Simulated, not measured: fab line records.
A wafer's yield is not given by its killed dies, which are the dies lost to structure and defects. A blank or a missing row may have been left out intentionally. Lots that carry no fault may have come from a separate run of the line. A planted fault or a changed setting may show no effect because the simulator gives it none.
fab line records	flow n5Finfet
record: lots: 7	wafers: 21	lastDay: 17
route steps=1938 shown BEOL_M0_SAQP@635 BEOL_M4@1111 PASSIVATION@1936
lots that met no fault: taken from a fault-free run of the same line
startH: start of the lot's first displayed wafer, in hours after the record's first day	waitH: how many hours have passed since the lot's step before this one	" unchanged from the row above	L1.1+2: a row that stands for several wafers	- either no value or no given start	* or withheld: withheld	< > ~ a bound
route shown NAME@n: NAME is a module with steps in the file, n the number in the route of the first one	usual: mean/standard deviation of fault-free wafers	same: alike in all rows	chamber/n: place in a boat	sites: each site's reading	_std_site: the values' standard deviation	_edge_site: inner sites' mean taken away from outer sites' mean	radiusMm: for every site, how far away it sits from the centre of the wafer	mask NAME#n: copy n	behind: the tool/chamber that last shaped the wafer	hold: cause of the lot's hold/its duration in hours/its outcome	device: names the non-switching transistor (n, p or np)	end of line: tests run on the same wafers once the route is complete	for a step that has no rows: nothing shown but its recipe	killed: dies lost to structure and defects at the first sort, not the wafer's yield	map: per-die view of a wafer (x killed, . not killed, _ where there is no die)
set.NAME: the setting that was run; set.NAME@STEP: the one run at that earlier step	model.NAME: the simulator's own value behind a step, which no gauge read
lots at selected steps of the route; one table per step, one row per wafer
services: the hour from which a tool's chamber was out of use, counted from the record's first day as startH (under 0 if before that day), plus the number of hours and why
== steps ==
step: N5_BEOL_M0_SAQP_PECVD_03
recipe: material: SiCN	targetThkA: 120	tempC: withheld	precursor: 3MS/NH3	pressureTorr: 3	rfW: 202	timeS: 21.1
usual: chamberPressureTorr: 3.000/0.0065	showerheadPlenumPTorr: 3.671/0.0089	throttleValvePct: 8.8/0.46
lot.wafer	tool	chamber	startH	waitH	chamberPressureTorr	showerheadPlenumPTorr	throttleValvePct
L898.4	pecvd-03	2	110.31	0.1	3.001	3.683	9.1
L898.5	"	1	"	"	3.009	3.660	9.4
L898.6	"	0	"	"	3.003	3.657	8.0
L900.3	pecvd-04	0	121.17	0.1	2.997	3.679	8.8
L900.5	"	1	"	"	3.001	3.667	9.6
L900.6	"	2	"	"	3.008	3.660	8.4
L902.4	pecvd-01	1	131.86	0.1	3.004	3.678	8.9
L902.5	"	0	"	"	3.004	3.682	8.7
L902.6	"	2	"	"	2.991	3.682	8.6
L903.4	pecvd-03	0	144.01	0.1	3.014	3.672	7.8
L903.5	"	1	"	"	3.001	3.666	9.3
L903.6	"	2	"	"	2.997	3.666	8.9
L904.1	pecvd-01	2	146.90	0.1	3.006	3.671	8.7
L904.3	"	1	"	"	3.001	3.678	8.8
L904.4	"	1	"	"	3.005	3.673	9.2
L918.1	pecvd-03	1	226.05	0.1	2.992	3.655	9.2
L918.3	"	2	"	"	3.011	3.680	9.2
L918.5	"	2	"	"	3.008	3.676	9.2
L920.1	pecvd-03	0	240.56	0.1	3.005	3.666	7.9
L920.3	"	1	"	"	2.999	3.665	9.4
L920.5	"	0	"	"	3.001	3.656	7.8
step: N5_BEOL_M0_SAQP_PECVD_96
recipe: material: a-Si	targetThkA: 450	tempC: 350	precursor: SiH4/He	pressureTorr: 3	rfW: 100	timeS: 45.2
usual: chamberPressureTorr: 3.000/0.0064	heaterPowerW: 650/89	showerheadPlenumPTorr: 5.692/0.029	throttleValvePct: 17.7/0.86
lot.wafer	tool	chamber	startH	waitH	chamberPressureTorr	heaterPowerW	showerheadPlenumPTorr	throttleValvePct
L898.4	pecvd-03	2	110.34	0.0	3.001	643	5.713	18.0
L898.5	"	1	"	"	3.004	729	5.658	18.7
L898.6	"	0	"	"	3.003	628	5.657	16.0
L900.3	pecvd-04	0	121.20	0.0	3.003	526	5.720	17.2
L900.5	"	1	"	"	2.998	739	5.693	18.9
L900.6	"	2	"	"	3.002	447	5.669	16.5
L902.4	pecvd-01	1	131.90	0.0	2.997	610	5.730	18.4
L902.5	"	0	"	"	2.999	578	5.694	17.6
L902.6	"	2	"	"	2.994	639	5.720	17.3
L903.4	pecvd-03	0	144.05	0.0	2.999	681	5.640	16.3
L903.5	"	1	"	"	2.988	784	5.671	18.4
L903.6	"	2	"	"	3.005	671	5.717	18.2
L904.1	pecvd-01	2	146.93	0.0	2.994	635	5.721	17.3
L904.3	"	1	"	"	3.001	562	5.723	18.2
L904.4	"	1	"	"	3.007	591	5.722	18.0
L918.1	pecvd-03	1	226.07	0.0	3.006	851	5.675	18.5
L918.3	"	2	"	"	3.000	688	5.716	18.3
L918.5	"	2	"	"	3.004	703	5.713	18.3
L920.1	pecvd-03	0	240.59	0.0	2.999	655	5.644	16.4
L920.3	"	1	"	"	3.002	790	5.668	18.6
L920.5	"	0	"	"	3.004	672	5.661	16.1
step: N5_BEOL_M0_SAQP_PECVD_97
recipe: material: SiNx	targetThkA: 230	tempC: 350	precursor: SiH4/NH3/N2	pressureTorr: 1.5	rfW: 300	timeS: 19.9
usual: chamberPressureTorr: 1.500/0.0032	heaterPowerW: 586/88	showerheadPlenumPTorr: 5.17/0.04	throttleValvePct: 38.8/1.9
lot.wafer	tool	chamber	startH	waitH	chamberPressureTorr	heaterPowerW	showerheadPlenumPTorr	throttleValvePct
L898.4	pecvd-03	2	110.39	0.0	1.502	649	5.21	39.5
L898.5	"	1	"	"	1.500	674	5.13	40.6
L898.6	"	0	"	"	1.504	552	5.12	35.5
L900.3	pecvd-04	0	121.25	0.0	1.507	492	5.21	38.3
L900.5	"	1	"	"	1.497	652	5.17	41.6
L900.6	"	2	"	"	1.499	464	5.12	36.4
L902.4	pecvd-01	1	131.95	0.0	1.500	456	5.20	39.9
L902.5	"	0	"	"	1.502	517	5.18	38.9
L902.6	"	2	"	"	1.499	594	5.22	38.0
L903.4	pecvd-03	0	144.10	0.0	1.501	570	5.11	35.4
L903.5	"	1	"	"	1.493	742	5.14	40.5
L903.6	"	2	"	"	1.499	641	5.19	39.7
L904.1	pecvd-01	2	146.98	0.0	1.494	574	5.22	38.4
L904.3	"	1	"	"	1.501	509	5.20	39.7
L904.4	"	1	"	"	1.496	503	5.23	39.7
L918.1	pecvd-03	1	226.12	0.0	1.503	717	5.15	40.9
L918.3	"	2	"	"	1.502	620	5.20	40.1
L918.5	"	2	"	"	1.501	610	5.20	40.3
L920.1	pecvd-03	0	240.63	0.0	1.503	592	5.11	35.5
L920.3	"	1	"	"	1.494	731	5.13	40.3
L920.5	"	0	"	"	1.498	612	5.12	35.2
step: N5_BEOL_M0_SAQP_PECVD_04
recipe: material: a-Si	targetThkA: 600	tempC: 350	precursor: SiH4/He	pressureTorr: 3	rfW: 100	timeS: 60.2
usual: chamberPressureTorr: 3.000/0.0063	heaterPowerW: 659/94	showerheadPlenumPTorr: 5.692/0.03	throttleValvePct: 17.7/0.85
lot.wafer	tool	chamber	startH	waitH	chamberPressureTorr	heaterPowerW	showerheadPlenumPTorr	throttleValvePct
L898.4	pecvd-03	2	110.44	0.0	2.992	670	5.709	18.0
L898.5	"	1	"	"	2.999	798	5.659	18.4
L898.6	"	0	"	"	2.993	705	5.647	16.2
L900.3	pecvd-04	0	121.29	0.0	3.005	562	5.718	17.5
L900.5	"	1	"	"	3.012	798	5.679	18.5
L900.6	"	2	"	"	2.994	540	5.663	16.9
L902.4	pecvd-01	1	132.00	0.0	3.006	570	5.724	18.3
L902.5	"	0	"	"	3.008	584	5.704	17.8
L902.6	"	2	"	"	3.002	683	5.727	17.6
L903.4	pecvd-03	0	144.15	0.0	2.998	645	5.652	16.2
L903.5	"	1	"	"	3.006	744	5.656	18.7
L903.6	"	2	"	"	3.011	684	5.713	18.2
L904.1	pecvd-01	2	147.01	0.0	3.006	681	5.717	17.4
L904.3	"	1	"	"	2.998	605	5.719	18.4
L904.4	"	1	"	"	2.987	632	5.718	18.1
L918.1	pecvd-03	1	226.16	0.0	2.999	807	5.676	18.5
L918.3	"	2	"	"	3.003	692	5.706	18.6
L918.5	"	2	"	"	2.991	681	5.707	18.2
L920.1	pecvd-03	0	240.67	0.0	2.999	658	5.641	16.3
L920.3	"	1	"	"	3.005	739	5.667	18.4
L920.5	"	0	"	"	2.998	650	5.649	16.2
step: N5_BEOL_M0_SAQP_THK_MEAS_05
usual: thkNm: 60.1/0.72
lot.wafer	tool	chamber	startH	waitH	thkNm
L898.4	filmMetro-01	-	110.50	0.0	60.9
L898.5	"	-	"	"	61.0
L898.6	"	-	"	"	61.5
L900.3	filmMetro-01	-	121.38	0.1	59.5
L900.5	"	-	"	"	61.3
L900.6	"	-	"	"	60.8
L902.4	filmMetro-02	-	132.06	0.0	60.5
L902.5	"	-	"	"	60.9
L902.6	"	-	"	"	60.2
L903.4	filmMetro-01	-	144.21	0.0	61.4
L903.5	"	-	"	"	61.0
L903.6	"	-	"	"	60.8
L904.1	filmMetro-01	-	147.12	0.1	59.6
L904.3	"	-	"	"	59.7
L904.4	"	-	"	"	61.3
L918.1	filmMetro-02	-	226.26	0.1	60.1
L918.3	"	-	"	"	59.3
L918.5	"	-	"	"	59.5
L920.1	filmMetro-01	-	240.77	0.1	60.0
L920.3	"	-	"	"	60.2
L920.5	"	-	"	"	61.2
step: N5_BEOL_M0_SAQP_HM_DEP_111
recipe: material: SiO2	targetThkA: 120	tempC: 400	precursor: SiH4/N2O	pressureTorr: 0.75	rfW: 275	timeS: 7.2
usual: chamberPressureTorr: 0.7498/0.0014	heaterPowerW: 804/130	showerheadPlenumPTorr: 8.22/0.076
lot.wafer	tool	chamber	startH	waitH	chamberPressureTorr	heaterPowerW	showerheadPlenumPTorr
L898.4	pecvd-01	1	110.56	0.1	0.7482	735	8.27
L898.5	"	2	"	"	0.7515	722	8.28
L898.6	"	0	"	"	0.7485	629	8.24
L900.3	pecvd-03	2	121.42	0.0	0.7473	901	8.26
L900.5	"	0	"	"	0.7488	827	8.13
L900.6	"	1	"	"	0.7493	1062	8.14
L902.4	pecvd-04	1	132.12	0.1	0.7512	875	8.22
L902.5	"	2	"	"	0.7513	673	8.15
L902.6	"	0	"	"	0.7503	765	8.29
L903.4	pecvd-01	1	144.27	0.1	0.7515	731	8.28
L903.5	"	2	"	"	0.7496	848	8.31
L903.6	"	0	"	"	0.7486	680	8.24
L904.1	pecvd-03	2	147.16	0.0	0.7453	858	8.30
L904.3	"	1	"	"	0.7488	1040	8.14
L904.4	"	2	"	"	0.7491	862	8.29
L918.1	pecvd-01	2	226.29	0.0	0.7489	847	8.31
L918.3	"	1	"	"	0.7492	725	8.27
L918.5	"	2	"	"	0.7503	867	8.32
L920.1	pecvd-04	2	240.81	0.0	0.7502	553	8.12
L920.3	"	0	"	"	0.7514	788	8.29
L920.5	"	0	"	"	0.7504	781	8.32
step: N5_BEOL_M0_SAQP_COAT_81
recipe: resist: SOC	tempC: 250	timeS: 60	spinRpm: 1500	resistThkNm: 100
step: N5_BEOL_M0_SAQP_COAT_82
recipe: resist: SiARC	tempC: 220	timeS: 60	spinRpm: 1500	resistThkNm: 30
step: N5_BEOL_M0_SAQP_COAT_08
recipe: resist: CAR-ArF	spinRpm: 1500	resistThkNm: 90
step: N5_BEOL_M0_SAQP_EBR_10
recipe: solvent: PGMEA	ebrWidthMm: 1.5
step: N5_BEOL_M0_SAQP_SOFTBAKE_09
recipe: tempC: 110	timeS: 60	resist: CAR-ArF
step: N5_BEOL_M0_SAQP_EXPOSE_11
recipe: maskId: M0_CORE	na: 1.35	sourceShape: dipole	sigmaInner: 0.538	sigmaOuter: 0.738	polarization: te	targetCdNm: 42	doseMj: 55
step: N5_BEOL_M0_SAQP_PEB_12
recipe: pebTempC: withheld	pebTimeS: 60	resist: CAR-ArF
lot.wafer	tool	chamber	startH	waitH
L898.4+5+6	lithoTrack-01	0	110.80	0.0
L900.3+5+6	lithoTrack-01	0	121.80	0.0
L902.4+5+6	lithoTrack-01	0	132.36	0.0
L903.4+5+6	lithoTrack-01	0	144.51	0.0
L904.1+3+4	lithoTrack-01	0	147.44	0.1
L918.1+3+5	lithoTrack-01	0	226.67	0.1
L920.1+3+5	lithoTrack-05	0	241.18	0.1
step: N5_BEOL_M0_SAQP_DEVELOP_13
recipe: developTimeS: 30	developer: TMAH	resist: CAR-ArF	devTempC: 23	rinseLiquid: diw	dry: airSpin
step: N5_BEOL_M0_SAQP_CD_MEAS_14
recipe: targetCdNm: 42.5	landingEnergyEv: 500	detector: seInlens
usual: cdNm: 42.5/0.35
lot.wafer	tool	chamber	startH	waitH	cdNm
L898.4	cdSem-03	0	110.86	-	42.4
L898.5	"	0	"	"	42.6
L898.6	"	0	"	"	42.3
L900.3	cdSem-02	0	121.87	-	42.2
L900.5	"	0	"	"	42.6
L900.6	"	0	"	"	42.3
L902.4	cdSem-02	0	132.43	-	39.3
L902.5	"	0	"	"	38.9
L902.6	"	0	"	"	39.2
L903.4	cdSem-02	0	144.57	-	40.4
L903.5	"	0	"	"	39.9
L903.6	"	0	"	"	40.2
L904.1	cdSem-03	0	147.51	-	40.2
L904.3	"	0	"	"	40.4
L904.4	"	0	"	"	40.0
L918.1	cdSem-02	0	226.74	-	42.9
L918.3	"	0	"	"	42.8
L918.5	"	0	"	"	42.6
L920.1	cdSem-01	0	241.25	-	42.2
L920.3	"	0	"	"	42.1
L920.5	"	0	"	"	42.7
step: N5_BEOL_M0_SAQP_OVL_MEAS_15
recipe: pointsPerWafer: 44
usual: M0_CORE_OVL: 0.2/0.66
lot.wafer	tool	chamber	startH	waitH	M0_CORE_OVL[nm]
L898.4	overlay-02	0	110.89	0.0	0.4
L898.5	"	0	"	"	1.1
L898.6	"	0	"	"	0.8
L900.3	overlay-01	0	121.90	0.0	0.3
L900.5	"	0	"	"	0.7
L900.6	"	0	"	"	0.5
L902.4	overlay-01	0	132.45	0.0	-0.3
L902.5	"	0	"	"	-1.7
L902.6	"	0	"	"	0.1
L903.4	overlay-02	0	144.60	0.0	0.8
L903.5	"	0	"	"	0.7
L903.6	"	0	"	"	1.7
L904.1	overlay-01	0	147.54	0.0	0.1
L904.3	"	0	"	"	0.8
L904.4	"	0	"	"	1.0
L918.1	overlay-01	0	226.77	0.0	-0.5
L918.3	"	0	"	"	0.1
L918.5	"	0	"	"	-0.3
L920.1	overlay-02	0	241.28	0.0	0.0
L920.3	"	0	"	"	-1.1
L920.5	"	0	"	"	-0.5
step: N5_BEOL_M4_RC_MEAS_101
usual: DIBL_N: 36.4/1.5	DIBL_P: 36.6/1.9	IOFF_N: 0.155/0.021	IOFF_P: 0.211/0.028	ION_N: 671/8.6	ION_P: 462/5.8	SS_N: 71.5/0.5	SS_P: 73.4/0.58	VT_N: 250.1/2.4	VT_P: -250.1/3
lot.wafer	tool	chamber	startH	waitH	DIBL_N[mV/V]	DIBL_P[mV/V]	IOFF_N[nA/um]	IOFF_P[nA/um]	ION_N[uA/um]	ION_P[uA/um]	SS_N[mV/dec]	SS_P[mV/dec]	VT_N[mV]	VT_P[mV]
L898.4	prober-02	0	168.33	0.5	34.4	33.7	0.124	0.178	662	456	71.0	73.0	250.8	-250.5
L898.5	"	0	"	"	37.6	37.7	0.184	0.230	690	464	72.1	73.9	249.1	-249.0
L898.6	"	0	"	"	35.3	34.4	0.138	0.184	683	464	71.2	72.2	251.8	-250.1
L900.3	prober-01	0	179.06	0.3	35.9	36.5	0.143	0.221	666	461	70.9	73.6	250.6	-248.7
L900.5	"	0	"	"	34.2	35.0	0.128	0.202	666	466	70.9	73.0	251.3	-247.3
L900.6	"	0	"	"	35.9	36.7	0.141	0.229	668	465	71.8	73.9	249.9	-247.0
L902.4	prober-02	0	187.46	0.5	34.8	33.8	0.118	0.144	656	447	70.7	72.6	254.6	-255.9
L902.5	"	0	"	"	35.0	34.5	0.137	0.158	669	450	71.0	73.2	249.6	-258.4
L902.6	"	0	"	"	36.6	36.4	0.154	0.179	675	459	71.1	73.5	247.8	-254.7
L903.4	prober-01	0	191.08	0.5	34.7	35.2	0.135	0.227	659	461	71.0	73.1	252.8	-248.1
L903.5	"	0	"	"	33.6	33.5	0.119	0.195	660	462	71.0	72.6	255.6	-248.2
L903.6	"	0	"	"	33.8	33.9	0.128	0.205	658	452	70.2	72.9	253.1	-251.0
L904.1	prober-02	0	207.70	0.0	34.2	33.3	0.116	0.171	657	460	71.2	72.3	251.6	-255.3
L904.3	"	0	"	"	35.4	35.3	0.141	0.204	668	466	71.0	73.1	250.3	-248.9
L904.4	"	0	"	"	38.1	37.4	0.175	0.223	664	462	71.5	73.7	249.8	-249.3
L918.1	prober-01	0	283.95	0.0	37.1	38.6	0.172	0.229	689	473	72.1	74.1	248.8	-249.7
L918.3	"	0	"	"	35.8	36.7	0.145	0.197	674	465	71.0	73.8	250.3	-251.3
L918.5	"	0	"	"	36.2	36.7	0.147	0.193	671	456	71.8	73.7	249.4	-248.3
L920.1	prober-01	0	297.26	0.0	35.2	35.6	0.151	0.193	671	461	72.0	72.9	250.0	-251.9
L920.3	"	0	"	"	34.2	34.3	0.145	0.181	672	460	71.6	72.7	252.7	-252.8
L920.5	"	0	"	"	33.5	33.9	0.131	0.171	664	457	71.2	72.7	252.5	-252.1
step: N5_PASSIVATION_PROBE_49
usual: defectLimitedYield: 91.5/1.4	killed_at_M0_to_M3: 33/10	killed_at_M4_up: 13/5	killedAtContacts: 13/5.6	killedAtFrontEnd: 38/12	killedAtOther: 3.9/2.7	killedDies: 100/16	killedOpen: 66/13	killedShort: 32/7.2	sort_bin_5_function: 5.0/0.97	sort_bin_6_memory: 3.2/0.61	sortNPass: 1080/16	sortYieldPct: 91.5/1.4
same: grossDies: 1180	killedAtBackSide: 0	sort_bin_4_leakage[%]: 0	sort_bin_8_speed[%]: 0
lot.wafer	tool	chamber	startH	waitH	defectLimitedYield[%]	killed_at_M0_to_M3	killed_at_M4_up	killedAtContacts	killedAtFrontEnd	killedAtOther	killedDies	killedOpen	killedShort	sort_bin_5_function[%]	sort_bin_6_memory[%]	sortNPass	sortYieldPct[%]
L902.4	prober-01	-	290.99	0.2	90.8	42	17	10	35	5	109	61	43	5.9	2.9	1071	90.8
L902.5	prober-01	-	291.04	0.2	90.4	37	14	13	43	6	113	78	31	5.5	4.0	1067	90.4
L902.6	prober-01	-	291.09	0.3	90.4	60	13	7	31	2	113	73	35	5.7	3.6	1067	90.4
killed by level:class
L902.4 BEOL_M0_SAQP:geometricParticle:short=14 BEOL_M0_SAQP:geometricParticle:open=9 MOL_CONTACT_COAG:geometricParticle:open=7 GATE_CUT:geometricParticle:short=6 BEOL_M4:geometricParticle:open=6 STI_FIN_REVEAL:geometricParticle:open=5 BEOL_M1:geometricParticle:short=5 BEOL_M5:geometricParticle:open=5
L902.5 MOL_CONTACT_COAG:geometricParticle:open=11 BEOL_M1:geometricParticle:open=9 DUMMY_GATE:geometricParticle:open=8 GATE_CUT:geometricParticle:short=8 BEOL_M3:geometricParticle:open=8 FIN_SAQP:geometricParticle:short=6 BEOL_M4:geometricParticle:open=5 BEOL_M8:geometricParticle:open=5
L902.6 BEOL_M3:geometricParticle:open=12 BEOL_M0_SAQP:geometricParticle:open=10 BEOL_M0_SAQP:geometricParticle:short=9 FIN_SAQP:geometricParticle:open=7 BEOL_M2:geometricParticle:open=7 MOL_CONTACT_COAG:geometricParticle:open=6 BEOL_M1:geometricParticle:open=6 DUMMY_GATE:geometricParticle:open=5
== services ==
tool	chamber	startH	hours	kind
pecvd-04	1	93.22	5.5	scheduledDown
pecvd-03	0	146.35	2.8	repair
pecvd-03	-	149.62	1.8	repair
pecvd-04	-	158.95	1.4	repair
pecvd-03	1	167.13	2.1	scheduledDown
pecvd-04	2	196.29	4.3	repair
pecvd-04	2	200.63	2.1	scheduledDown
pecvd-04	0	202.76	5.5	scheduledDown
pecvd-04	0	208.30	5.5	scheduledDown
pecvd-04	0	218.92	5.0	scheduledDown
pecvd-01	2	232.62	4.2	repair
== key ==
firstSign: step: N5_BEOL_M0_SAQP_CD_MEAS_14	reading: cdNm	direction: down	sigmas: 7.7	usual: 42.5	struck: 39.8	through: controlLoop
effect none on later readings
metAt N5_BEOL_M0_SAQP_PEB_12
struckWafers L902.4,L902.5,L902.6,L903.4,L903.5,L903.6,L904.1,L904.3,L904.4
loopTrim: step: N5_BEOL_M0_SAQP_EXPOSE_11	setting: dose	lots: L903,L904
onsetBetween 121.80 132.36
fault: kind: processParameterDrift	tool: lithoTrack-01	chamber: -	onsetH: 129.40	steps: N5_BEOL_M0_SAQP_PEB_12	channel: pebTempC	offset: withheld	shape: step	endH: 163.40	actsIn: *
loopTrim: a control loop set the setting to another value than it would have without faults
